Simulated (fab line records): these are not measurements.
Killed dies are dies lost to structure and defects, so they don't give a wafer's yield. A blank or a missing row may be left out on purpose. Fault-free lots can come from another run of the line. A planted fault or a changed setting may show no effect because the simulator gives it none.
fab line records | flow nandHarc
record lots=12 wafers=36 lastDay=24
route steps=1159 shown P_START@1 P_ZERO_WELL@56 P_STI@96 P_GATE@149 END@1159
lots with no fault: from the same line, run without faults
startH: hours from the record's opening day to when the first of the lot's shown wafers began | waitH: hours since the lot's step before | " same as the row above | L1.1+2: one row covering several wafers at once | - no value present, or no start provided | * or withheld: withheld | < > ~ a bound
route shown NAME@n: names a module that has steps shown in the file, with the first one's number in the route | usual: mean/standard deviation of fault-free wafers | same: alike in all rows | chamber/n: place in a boat | sites: the reading at each site | _std_site: the values' standard deviation | _edge_site: inner sites' mean taken away from outer sites' mean | radiusMm: for every site, how far away it sits from the centre of the wafer | mask NAME#n: copy n | behind: the most recent tool/chamber to have shaped the wafer | hold: reason for holding the lot/hours on hold/outcome of the hold | device: transistor that didn't switch, given as n, p or np | end of line: the same wafers' tests at the end of the route | a step with no rows: only its recipe | killed: not the wafer's yield, but the dies lost to structure and defects at the first sort | map: shows each die of a wafer: x if killed, . if not, _ if none is there
set.NAME: the setting as run; set.NAME@STEP: as run at that earlier step | model.NAME: the simulator's own value behind a step, which no gauge read
the route's steps for a sample of lots (tables are steps, rows are wafers)
services: the hour from which a tool's chamber was out of use, counted from the record's first day as startH (under 0 if before that day), plus the number of hours and why
## steps
# step NHARC_P_START_INSPECT_01
# usual rawDefectCount=3.5/1.8
# columns lot.wafer tool chamber startH waitH rawDefectCount
L534.2 defectInspect-01 - 12.04 - 3
L534.3 " - " " 2
L534.4 " - " " 1
L535.3 defectInspect-01 - 18.04 - 3
L535.4 " - " " 3
L535.6 " - " " 1
L537.1 defectInspect-02 - 30.04 - 4
L537.5 " - " " 5
L537.6 " - " " 4
L547.1 defectInspect-02 - 90.04 - 4
L547.3 " - " " 5
L547.4 " - " " 2
L549.1 defectInspect-01 - 102.04 - 4
L549.5 " - " " 0
L549.6 " - " " 3
L550.4 defectInspect-02 - 108.05 - 5
L550.5 " - " " 3
L550.6 " - " " 5
L551.1 defectInspect-02 - 114.04 - 3
L551.3 " - " " 2
L551.4 " - " " 2
L552.4 defectInspect-01 - 120.04 - 4
L552.5 " - " " 5
L552.6 " - " " 1
L554.4 defectInspect-01 - 132.05 - 4
L554.5 " - " " 4
L554.6 " - " " 4
L555.1 defectInspect-02 - 138.03 - 2
L555.2 " - " " 5
L555.4 " - " " 4
L556.3 defectInspect-02 - 144.04 - 7
L556.4 " - " " 4
L556.6 " - " " 1
L557.1 defectInspect-02 - 150.04 - 0
L557.2 " - " " 2
L557.4 " - " " 6
# step NHARC_P_ZERO_WELL_EXPOSE_49
# recipe na=0.6 targetCdNm=2000 doseMj=22.64 maskId=P_HVPW
# usual reticleTempC=22.98/0.11
# columns lot.wafer tool chamber startH waitH mask reticleTempC
L534.2 krfScanner-04 0 17.70 - P_HVPW#0 22.87
L534.3 " 0 " " P_HVPW#0 23.10
L534.4 " 0 " " P_HVPW#0 22.97
L535.3 krfScanner-02 0 23.75 - P_HVPW#0 22.99
L535.4 " 0 " " P_HVPW#0 23.09
L535.6 " 0 " " P_HVPW#0 23.22
L537.1 krfScanner-01 0 35.63 - P_NWELL#0 22.95
L537.5 " 0 " " P_NWELL#0 22.99
L537.6 " 0 " " P_NWELL#0 23.04
L547.1 krfScanner-01 0 95.75 - P_HVPW#0 23.06
L547.3 " 0 " " P_HVPW#0 23.01
L547.4 " 0 " " P_HVPW#0 23.07
L549.1 krfScanner-01 0 107.72 - P_HVPW#0 22.86
L549.5 " 0 " " P_HVPW#0 22.97
L549.6 " 0 " " P_HVPW#0 22.96
L550.4 krfScanner-01 0 113.65 - P_HVPW#0 23.04
L550.5 " 0 " " P_HVPW#0 22.93
L550.6 " 0 " " P_HVPW#0 22.84
L551.1 krfScanner-04 0 120.04 - P_HVPW#0 23.03
L551.3 " 0 " " P_HVPW#0 23.00
L551.4 " 0 " " P_HVPW#0 23.04
L552.4 krfScanner-01 0 125.75 - P_HVPW#0 22.95
L552.5 " 0 " " P_HVPW#0 22.98
L552.6 " 0 " " P_HVPW#0 22.99
L554.4 krfScanner-04 0 137.56 - P_HVPW#0 22.88
L554.5 " 0 " " P_HVPW#0 22.91
L554.6 " 0 " " P_HVPW#0 23.03
L555.1 krfScanner-01 0 143.85 - P_HVPW#0 22.93
L555.2 " 0 " " P_HVPW#0 23.12
L555.4 " 0 " " P_HVPW#0 23.02
L556.3 krfScanner-01 0 149.70 - P_HVPW#0 23.13
L556.4 " 0 " " P_HVPW#0 23.11
L556.6 " 0 " " P_HVPW#0 23.13
L557.1 krfScanner-02 0 155.87 - P_HVPW#0 22.96
L557.2 " 0 " " P_HVPW#0 22.83
L557.4 " 0 " " P_HVPW#0 22.90
# step NHARC_P_ZERO_WELL_CD_MEAS_52
# recipe targetCdNm=2000 landingEnergyEv=500
# usual cdNm=1999.5/1.7
# columns lot.wafer tool chamber startH waitH cdNm
L534.2 cdSem-01 0 17.86 - 1998.6
L534.3 " 0 " " 2001.4
L534.4 " 0 " " 1997.4
L535.3 cdSem-01 0 23.90 - 1997.7
L535.4 " 0 " " 2000.9
L535.6 " 0 " " 1997.3
L537.1 cdSem-02 0 35.79 - -
L537.5 " 0 " " -
L537.6 " 0 " " -
L547.1 cdSem-01 0 95.91 - 1999.7
L547.3 " 0 " " 1999.1
L547.4 " 0 " " 1999.1
L549.1 cdSem-01 0 107.88 - 2000.1
L549.5 " 0 " " 1998.6
L549.6 " 0 " " 2000.8
L550.4 cdSem-01 0 113.80 - 1999.2
L550.5 " 0 " " 1999.7
L550.6 " 0 " " 1999.4
L551.1 cdSem-02 0 120.20 - 1998.4
L551.3 " 0 " " 2001.0
L551.4 " 0 " " 2001.7
L552.4 cdSem-03 0 125.90 - 2001.1
L552.5 " 0 " " 1997.8
L552.6 " 0 " " 1998.9
L554.4 cdSem-02 0 137.70 - 1998.7
L554.5 " 0 " " 1998.1
L554.6 " 0 " " 2000.7
L555.1 cdSem-02 0 144.01 - 2001.7
L555.2 " 0 " " 1997.6
L555.4 " 0 " " 1998.7
L556.3 cdSem-02 0 149.85 - 2000.4
L556.4 " 0 " " 1999.6
L556.6 " 0 " " 1999.3
L557.1 cdSem-01 0 156.02 - 1998.7
L557.2 " 0 " " 2001.8
L557.4 " 0 " " 1998.4
# step NHARC_P_STI_OCD_MEAS_43
# usual trenchDepthNm=301/4.2 trenchFootCdNm=156.4/2.5
# columns lot.wafer tool chamber startH waitH trenchDepthNm trenchFootCdNm
L534.2 ocd-02 - 39.12 - 296 156.8
L534.3 " - " " 303 159.8
L534.4 " - " " 291 155.5
L535.3 ocd-01 - 39.19 - 310 155.0
L535.4 " - " " 308 157.2
L535.6 " - " " 308 159.3
L547.1 ocd-01 - 117.63 - 295 159.5
L547.3 " - " " 305 162.4
L547.4 " - " " 297 160.6
L549.1 ocd-01 - 126.56 - 299 154.5
L549.5 " - " " 302 153.5
L549.6 " - " " 304 158.7
L550.4 ocd-01 - 132.37 - 295 157.5
L550.5 " - " " 303 159.5
L550.6 " - " " 299 159.1
L552.4 ocd-02 - 142.66 - 307 153.4
L552.5 " - " " 300 158.4
L552.6 " - " " 299 155.4
L551.1 ocd-01 - 142.84 - 295 159.3
L551.3 " - " " 294 160.9
L551.4 " - " " 295 157.6
L554.4 ocd-02 - 157.29 - 299 155.4
L554.5 " - " " 296 156.1
L554.6 " - " " 301 157.7
L556.3 ocd-01 - 167.39 - 299 155.8
L556.4 " - " " 299 155.5
L556.6 " - " " 298 157.5
L555.1 ocd-02 - 167.56 - 303 156.2
L555.2 " - " " 299 159.0
L555.4 " - " " 304 158.8
L557.1 ocd-02 - 175.93 - 301 155.0
L557.2 " - " " 299 156.3
L557.4 " - " " 304 152.7
# step NHARC_P_GATE_ETCH_32
# recipe targetDepthA=1500 overEtchFrac=1 overEtchIonEnergyEv=40 timeS=100.1 hbrFlowSccm=150 cl2FlowSccm=50 rfW=400 icpW=400 biasW=100 chemistry=HBr/Cl2
# usual chamberPressureMTorr=14.999/0.012 drypumpMotorCurrentA=5.8/0.55 oesProductAu=1.003/0.011 throttleValvePct=26.406/0.0096
# columns lot.wafer tool chamber startH waitH chamberPressureMTorr drypumpMotorCurrentA oesProductAu rfHoursCounterH throttleValvePct
L535.3 rieSi-04 2 96.04 - 15.008 6.5 1.006 1.5 26.401
L535.4 " 3 " " 15.006 5.7 0.990 1.3 26.415
L535.6 " 3 " " 15.012 5.7 0.989 - 26.405
L534.3 rieSi-03 3 96.08 - 14.991 6.4 1.024 1.0 26.404
L534.4 " 0 " " 15.009 6.0 1.007 1.0 26.402
L534.2 " 1 " " 15.000 4.8 1.016 1.0 26.400
L547.3 rieSi-06 3 170.75 - 14.991 6.0 0.999 1.5 26.403
L547.1 " 1 " " 15.013 5.3 0.990 1.6 26.408
L547.4 " 2 " " 14.999 5.3 1.013 1.3 26.395
L549.1 rieSi-06 3 180.08 - 14.997 6.0 0.991 1.6 26.404
L549.6 " 0 " " 14.976 6.3 1.014 - 26.383
L549.5 " 1 " " 15.018 5.3 0.996 - 26.406
L550.4 rieSi-06 2 181.19 - 15.006 5.3 1.003 1.5 26.421
L550.6 " 3 " " 15.021 6.0 0.988 - 26.409
L550.5 " 0 " " 14.964 6.3 0.998 - 26.390
L551.1 rieSi-04 2 199.41 - 14.994 6.5 0.999 0.8 26.419
L551.3 " 3 " " 15.008 5.7 1.012 0.8 26.407
L551.4 " 2 " " 15.009 6.5 0.999 - 26.408
L552.4 rieSi-03 3 200.09 - 15.025 6.4 0.996 0.3 26.391
L552.6 " 0 " " 14.992 6.0 1.006 - 26.398
L552.5 " 1 " " 15.005 4.8 1.019 - 26.420
L554.4 rieSi-04 2 207.15 - 14.993 6.5 1.017 0.9 26.416
L554.5 " 1 " " 15.010 5.6 0.999 - 26.399
L554.6 " 2 " " 15.007 6.5 1.023 - 26.416
L556.4 rieSi-06 0 221.03 - 14.989 6.3 1.005 0.2 26.396
L556.3 " 1 " " 14.999 5.3 0.986 0.2 26.402
L556.6 " 3 " " 14.987 6.0 0.988 - 26.414
L555.2 rieSi-04 2 221.30 - 14.999 6.5 1.016 1.0 26.410
L555.1 " 3 " " 14.991 5.7 1.016 1.0 26.402
L555.4 " 1 " " 14.992 5.6 1.000 - 26.411
L557.1 rieSi-03 0 228.32 - 15.000 6.0 1.010 0.6 26.409
L557.2 " 1 " " 14.989 4.8 1.001 0.6 26.399
L557.4 " 3 " " 15.001 6.4 0.981 0.6 26.420
# step NHARC_END_SORT_01
# recipe tempC=25
# usual killedAtArray=29/10 killedAtOther=0.7/1.1 killedAtPeriphery=3.2/2.2 killedDies=33/11 killedOpen=3.5/1.8 killedShort=2.0/1.4
# same grossDies=677
# columns lot.wafer tool chamber startH waitH hold killedAtArray killedAtOther killedAtPeriphery killedDies killedOpen killedShort
L534.2 prober-02 0 467.73 2.8 - 14 0 3 17 3 1
L534.3 prober-02 0 468.53 3.1 - 20 0 3 23 5 5
L534.4 prober-02 0 469.33 3.4 - 17 1 5 23 2 1
L537.1 prober-01 0 490.15 2.5 awaitDispo/1.5h/scrap 29 0 648 677 3 0
L537.5 prober-01 0 493.42 3.8 awaitDispo/1.5h/scrap 40 0 637 677 4 4
L537.6 prober-01 0 494.24 4.1 awaitDispo/1.5h/scrap 23 0 654 677 4 1
L547.1 prober-02 0 534.31 2.5 - 26 0 3 29 3 4
L547.3 prober-02 0 535.91 3.1 - 18 0 0 18 2 1
L547.4 prober-02 0 536.71 3.4 - 19 1 1 21 3 1
L550.4 prober-01 0 536.72 3.4 - 23 2 3 28 5 1
L550.5 prober-01 0 537.53 3.7 - 30 3 1 34 2 1
L550.6 prober-01 0 538.33 4.0 - 23 3 3 29 5 1
L549.1 prober-02 0 542.14 2.5 - 38 0 1 39 2 0
L549.5 prober-02 0 545.36 3.7 - 39 0 4 43 1 1
L549.6 prober-02 0 546.16 4.0 - 42 0 7 49 9 2
L551.1 prober-01 0 558.70 2.6 - 15 0 2 17 6 5
L551.3 prober-01 0 560.32 3.1 - 12 0 2 14 2 1
L551.4 prober-01 0 561.13 3.4 - 6 2 1 9 2 1
L552.4 prober-02 0 561.07 3.4 - 32 0 3 35 2 3
L552.5 prober-02 0 561.88 3.7 - 38 0 2 40 5 1
L552.6 prober-02 0 562.68 4.0 - 46 0 3 49 3 2
L554.4 prober-01 0 568.96 3.4 - 37 0 1 38 4 3
L554.5 prober-01 0 569.75 3.7 - 39 0 1 40 7 2
L554.6 prober-01 0 570.54 4.0 - 35 0 4 39 6 3
L555.1 prober-02 0 574.24 2.5 - 41 0 2 43 3 2
L555.2 prober-02 0 575.04 2.8 - 43 2 3 48 2 2
L555.4 prober-02 0 576.63 3.4 - 25 0 1 26 2 1
# killed by level:class
L534.2 A_STAIRCASE:chamberFilmFlake=4 A_CONTACT:chamberFilmFlake=3 A_WL_FILL:chamberFilmFlake=2 P_CONTACT:geometricParticle:open=1 A_STAIRCASE:geometricParticle:open=1 A_SGD_CUT:geometricParticle:open=1 A_WL_FILL:geometricParticle:short=1 P_GATE:chamberFilmFlake=1
L534.3 A_WL_FILL:geometricParticle:short=3 A_M0:chamberFilmFlake=3 A_CONTACT:chamberFilmFlake=3 A_CONTACT:geometricParticle:open=2 P_GATE:chamberFilmFlake=2 A_WL_FILL:chamberFilmFlake=2 P_M0:geometricParticle:short=1 A_ONON_D1:geometricParticle:open=1
L534.4 A_CHANNEL_HOLE_D1:chamberFilmFlake=6 A_STAIRCASE:chamberFilmFlake=4 P_GATE:chamberFilmFlake=3 A_ONON_D1:geometricParticle:open=1 A_CHANNEL_FILL_D1:geometricParticle:short=1 A_M0:geometricParticle:open=1 P_ZERO_WELL:chamberFilmFlake=1 P_M1:chamberFilmFlake=1
L537.1 P_ZERO_WELL:areaExpose=647 A_SLIT:chamberFilmFlake=11 A_STAIRCASE:chamberFilmFlake=5 A_ZERO_WELL:chamberFilmFlake=4 A_M1:chamberFilmFlake=3 A_CHANNEL_HOLE_D1:chamberFilmFlake=2 P_GATE:geometricParticle:open=1 A_CHANNEL_HOLE_D1:geometricParticle:open=1
L537.5 P_ZERO_WELL:areaExpose=633 A_SLIT:chamberFilmFlake=14 A_CHANNEL_HOLE_D1:chamberFilmFlake=5 A_SGD_CUT:chamberFilmFlake=5 A_STAIRCASE:chamberFilmFlake=3 A_WL_FILL:chamberFilmFlake=2 A_CONTACT:chamberFilmFlake=2 A_M1:chamberFilmFlake=2
L537.6 P_ZERO_WELL:areaExpose=652 A_SLIT:chamberFilmFlake=9 A_CONTACT:chamberFilmFlake=3 A_ZERO_WELL:chamberFilmFlake=2 A_CHANNEL_HOLE_D1:chamberFilmFlake=2 A_STAIRCASE:chamberFilmFlake=2 P_M0:geometricParticle:open=1 P_M1:geometricParticle:open=1
L547.1 A_CHANNEL_HOLE_D1:chamberFilmFlake=8 A_BONDPAD:chamberFilmFlake=6 A_CONTACT:chamberFilmFlake=5 A_ONON_D1:geometricParticle:short=2 P_GATE:geometricParticle:open=1 A_CHANNEL_FILL_D1:geometricParticle:short=1 A_SGD_CUT:geometricParticle:short=1 A_WL_FILL:geometricParticle:open=1
L547.3 A_BONDPAD:chamberFilmFlake=8 A_CHANNEL_HOLE_D1:chamberFilmFlake=4 A_CONTACT:chamberFilmFlake=3 A_ONON_D1:geometricParticle:open=1 A_WL_FILL:geometricParticle:short=1 A_WL_FILL:geometricParticle:open=1
L547.4 A_CONTACT:chamberFilmFlake=7 A_CHANNEL_HOLE_D1:chamberFilmFlake=5 A_BONDPAD:chamberFilmFlake=4 A_ONON_D1:geometricParticle:short=1 A_SGD_CUT:geometricParticle:open=1 A_M0:geometricParticle:open=1 P_STI:chamberFilmFlake=1 STARTING-WAFER:geometricParticle:open=1
L550.4 A_CHANNEL_HOLE_D1:chamberFilmFlake=15 A_SGD_CUT:chamberFilmFlake=2 A_CONTACT:chamberFilmFlake=2 THIN_TSV:chamberFilmFlake=2 P_M0:geometricParticle:open=1 P_M1:geometricParticle:short=1 A_SOURCE_PLATE:geometricParticle:open=1 A_CHANNEL_FILL_D1:geometricParticle:open=1
L550.5 A_CHANNEL_HOLE_D1:chamberFilmFlake=21 A_CONTACT:chamberFilmFlake=3 THIN_TSV:chamberFilmFlake=3 A_SGD_CUT:chamberFilmFlake=2 P_CONTACT:geometricParticle:short=1 A_SOURCE_PLATE:geometricParticle:open=1 A_CONTACT:geometricParticle:open=1 A_ZERO_WELL:chamberFilmFlake=1
L550.6 A_CHANNEL_HOLE_D1:chamberFilmFlake=14 A_CONTACT:chamberFilmFlake=3 P_CONTACT:geometricParticle:open=2 A_CONTACT:geometricParticle:open=2 A_ZERO_WELL:chamberFilmFlake=2 THIN_TSV:chamberFilmFlake=2 A_SOURCE_PLATE:geometricParticle:open=1 A_ONON_D1:geometricParticle:short=1
L549.1 A_CHANNEL_HOLE_D1:chamberFilmFlake=20 A_SLIT:chamberFilmFlake=14 A_CHANNEL_HOLE_D1:geometricParticle:open=1 A_WL_FILL:geometricParticle:open=1 P_STI:chamberFilmFlake=1 A_CHANNEL_FILL_D1:chamberFilmFlake=1 A_WL_FILL:chamberFilmFlake=1
L549.5 A_CHANNEL_HOLE_D1:chamberFilmFlake=20 A_SLIT:chamberFilmFlake=16 P_STI:chamberFilmFlake=2 P_STI:geometricParticle:short=1 A_WL_FILL:geometricParticle:open=1 P_ZERO_WELL:chamberFilmFlake=1 A_CHANNEL_FILL_D1:chamberFilmFlake=1 A_CONTACT:chamberFilmFlake=1
L549.6 A_SLIT:chamberFilmFlake=16 A_CHANNEL_HOLE_D1:chamberFilmFlake=12 P_STI:chamberFilmFlake=3 A_CHANNEL_FILL_D1:geometricParticle:open=2 A_CHANNEL_FILL_D1:chamberFilmFlake=2 A_WL_FILL:chamberFilmFlake=2 P_GATE:geometricParticle:open=1 P_CONTACT:geometricParticle:open=1
L551.1 A_CHANNEL_HOLE_D1:chamberFilmFlake=3 A_CONTACT:chamberFilmFlake=3 A_SOURCE_PLATE:geometricParticle:open=2 A_CONTACT:geometricParticle:open=2 P_GATE:geometricParticle:short=1 P_CONTACT:geometricParticle:short=1 A_SOURCE_PLATE:geometricParticle:short=1 A_ONON_D1:geometricParticle:open=1
L551.3 A_CHANNEL_HOLE_D1:chamberFilmFlake=5 A_CONTACT:chamberFilmFlake=4 A_CONTACT:geometricParticle:open=1 A_M0:geometricParticle:open=1 A_M0:geometricParticle:short=1 P_ZERO_WELL:chamberFilmFlake=1 P_M0:chamberFilmFlake=1
L552.4 A_CHANNEL_HOLE_D1:chamberFilmFlake=15 A_SLIT:chamberFilmFlake=10 A_CONTACT:chamberFilmFlake=3 P_CONTACT:geometricParticle:open=2 P_GATE:geometricParticle:short=1 A_ONON_D1:geometricParticle:short=1 A_CONTACT:geometricParticle:short=1 A_ZERO_WELL:chamberFilmFlake=1
L551.4 A_CONTACT:chamberFilmFlake=3 THIN_TSV:chamberFilmFlake=2 A_SOURCE_PLATE:geometricParticle:short=1 A_SGD_CUT:geometricParticle:open=1 A_M0:geometricParticle:open=1 P_ZERO_WELL:chamberFilmFlake=1
L552.5 A_CHANNEL_HOLE_D1:chamberFilmFlake=16 A_SLIT:chamberFilmFlake=12 A_CONTACT:chamberFilmFlake=4 A_CHANNEL_FILL_D1:geometricParticle:open=2 P_M2:geometricParticle:open=1 A_ONON_D1:geometricParticle:short=1 A_CONTACT:geometricParticle:open=1 A_M0:geometricParticle:open=1
L552.6 A_SLIT:chamberFilmFlake=21 A_CHANNEL_HOLE_D1:chamberFilmFlake=15 A_CONTACT:chamberFilmFlake=4 A_CHANNEL_FILL_D1:geometricParticle:open=2 A_CHANNEL_FILL_D1:geometricParticle:short=2 P_M0:chamberFilmFlake=2 A_M0:geometricParticle:open=1 P_BONDPAD:chamberFilmFlake=1
L554.4 A_CHANNEL_HOLE_D1:chamberFilmFlake=23 A_CONTACT:chamberFilmFlake=3 A_CONTACT:geometricParticle:open=2 A_STAIRCASE:chamberFilmFlake=2 A_WL_FILL:chamberFilmFlake=2 P_M1:geometricParticle:open=1 A_SOURCE_PLATE:geometricParticle:short=1 A_WL_FILL:geometricParticle:short=1
L554.5 A_CHANNEL_HOLE_D1:chamberFilmFlake=21 A_CONTACT:chamberFilmFlake=4 A_STAIRCASE:chamberFilmFlake=3 A_BLC:chamberFilmFlake=3 P_M0:geometricParticle:short=1 A_ONON_D1:geometricParticle:open=1 A_CHANNEL_HOLE_D1:geometricParticle:short=1 A_CHANNEL_HOLE_D1:geometricParticle:open=1
L554.6 A_CHANNEL_HOLE_D1:chamberFilmFlake=21 A_CONTACT:chamberFilmFlake=3 P_M0:geometricParticle:open=2 A_STAIRCASE:chamberFilmFlake=2 A_BLC:chamberFilmFlake=2 P_CONTACT:geometricParticle:short=1 A_SOURCE_PLATE:geometricParticle:open=1 A_ONON_D1:geometricParticle:short=1
L555.1 A_SLIT:chamberFilmFlake=15 A_CHANNEL_HOLE_D1:chamberFilmFlake=13 A_SGD_CUT:chamberFilmFlake=3 A_ZERO_WELL:chamberFilmFlake=3 A_BLC:geometricParticle:open=2 A_CHANNEL_FILL_D1:geometricParticle:open=1 A_BLC:geometricParticle:short=1 A_BONDPAD:geometricParticle:short=1
L555.2 A_SLIT:chamberFilmFlake=21 A_CHANNEL_HOLE_D1:chamberFilmFlake=10 A_SGD_CUT:chamberFilmFlake=4 A_CONTACT:chamberFilmFlake=3 A_STAIRCASE:chamberFilmFlake=2 THIN_TSV:chamberFilmFlake=2 P_M0:geometricParticle:open=1 A_CHANNEL_FILL_D1:geometricParticle:short=1
L555.4 A_SLIT:chamberFilmFlake=11 A_CHANNEL_HOLE_D1:chamberFilmFlake=6 A_SGD_CUT:chamberFilmFlake=6 P_M0:geometricParticle:open=1 A_SGD_CUT:geometricParticle:open=1 A_BONDPAD:geometricParticle:short=1
## services
# columns tool chamber startH hours kind
rieSi-06 - 6.00 9.0 pm
krfScanner-02 - 8.69 3.0 repair
krfScanner-01 - 10.26 0.2 repair
rieSi-03 1 13.75 5.6 repair
krfScanner-02 - 17.80 0.3 repair
krfScanner-01 - 24.20 3.4 repair
rieSi-04 3 41.18 12.9 repair
rieSi-04 0 49.52 3.5 repair
krfScanner-04 - 64.44 2.5 repair
krfScanner-01 - 84.00 4.0 pm
rieSi-04 - 99.00 9.0 pm
rieSi-06 2 104.37 11.7 repair
krfScanner-01 - 117.44 0.5 repair
krfScanner-04 - 126.00 4.0 pm
rieSi-04 0 135.46 8.2 repair
krfScanner-04 - 144.19 1.7 repair
rieSi-03 - 155.00 9.0 pm
rieSi-03 - 171.59 0.4 repair
rieSi-04 1 175.82 28.9 repair
rieSi-06 - 183.00 9.0 pm
rieSi-03 - 198.87 0.1 repair
krfScanner-01 - 205.39 2.0 repair
rieSi-04 0 220.33 8.8 repair
rieSi-04 - 227.60 1.0 repair
## key
firstSign step=NHARC_P_ZERO_WELL_EXPOSE_49 reading=mask direction=changed
effect step=NHARC_P_ZERO_WELL_CD_MEAS_52 reading=cdNm direction=missing
effect step=NHARC_END_SORT_01 reading=killedAtPeriphery direction=up sigmas=99+ usual=3.2 struck=646.3
moreKillsBornAt NHARC_P_ZERO_WELL_EXPOSE_49@krfScanner-01=1932
metAt NHARC_P_ZERO_WELL_EXPOSE_49
struckLots L537
laterRowsLeftOut L537.1,L537.5,L537.6
testerLeftOut L537
notActingAt NHARC_P_START_INSPECT_01,NHARC_P_STI_OCD_MEAS_43,NHARC_P_GATE_ETCH_32
fault kind=wrongMask tool=any chamber=- onsetH=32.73 steps=NHARC_P_ZERO_WELL_EXPOSE_49 auxCopy=P_NWELL#0 scope=struckLotsOnly
# testerLeftOut: of these lots the tester's yield and bins aren't shown, on N5 and GAA mostly nor the transistor test; their killed dies are dies lost to structure and defects alone, not to doping, threshold or leakage, so they don't give the yield
# laterRowsLeftOut: the simulator's readings of these wafers behind a module that went badly wrong aren't trusted and aren't shown, but for the sort
